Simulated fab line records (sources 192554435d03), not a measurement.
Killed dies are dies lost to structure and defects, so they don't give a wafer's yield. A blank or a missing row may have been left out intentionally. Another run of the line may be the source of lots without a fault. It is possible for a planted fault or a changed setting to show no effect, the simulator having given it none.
Chamber matching | flow n5 finfet | N5_BEOL_M9_PECVD_70 on pecvd-03 has 3 sister chambers
The step deposits SiO2 from TEOS/O2, target thk 20 nm, time 22.7 s. 6 wafers are shown with their chamber, then 11 later ones without.

## EACH WAFER AND ITS CHAMBER
wafer  | chamber | throttle valve pct (%) | heater power w (W)
L090.2 | 1       | 20.8                   | 867
L090.5 | 1       | 20.7                   | 879
L088.1 | 2       | 22.8                   | 589
L088.3 | 0       | 22.1                   | 787
L088.5 | 0       | 22.1                   | 790
L089.1 | 2       | 22.7                   | 546

## WAFERS MISSING THEIR CHAMBER
wafer  | throttle valve pct (%) | heater power w (W)
L089.5 | 20.3                   | 809
L089.6 | 22.8                   | 559
L091.1 | 20.5                   | 804
L091.2 | 21.8                   | 687
L091.6 | 22.6                   | 585
L095.2 | 22.3                   | 809
L095.3 | 22.5                   | 497
L095.5 | 22.9                   | 503
L097.1 | 22.2                   | 640
L097.3 | 20.5                   | 731
L097.5 | 21.8                   | 666

## WHICH CHAMBER EACH WENT THROUGH
wafer  | from the rows above | in truth
L089.5 | 1                   | 1
L089.6 | 2                   | 2
L091.1 | 1                   | 1
L091.2 | 0                   | 0
L091.6 | 2                   | 2
L095.2 | 0                   | 0
L095.3 | 2                   | 2
L095.5 | 2                   | 2
L097.1 | 0                   | 0
L097.3 | 1                   | 1
L097.5 | 0                   | 0
11 of 11 placed correctly. Not placeable from these rows: 0. Placed wrongly: 0.
How it was worked out, from the rows above alone: a wafer's distance from a chamber is the root of the sum, over the readings, of the square of ((its reading less the chamber's mean) divided by the reading's scatter). If the next closest chamber is less than 2 further off than the closest, the wafer can't be placed; otherwise it belongs to the closest. The mean given for a chamber averages the wafers shown for that chamber. How the scatter is found: for the shown wafers, subtract from each reading the mean of its chamber, square and add these, divide the total by (wafers less chambers), then take the root.
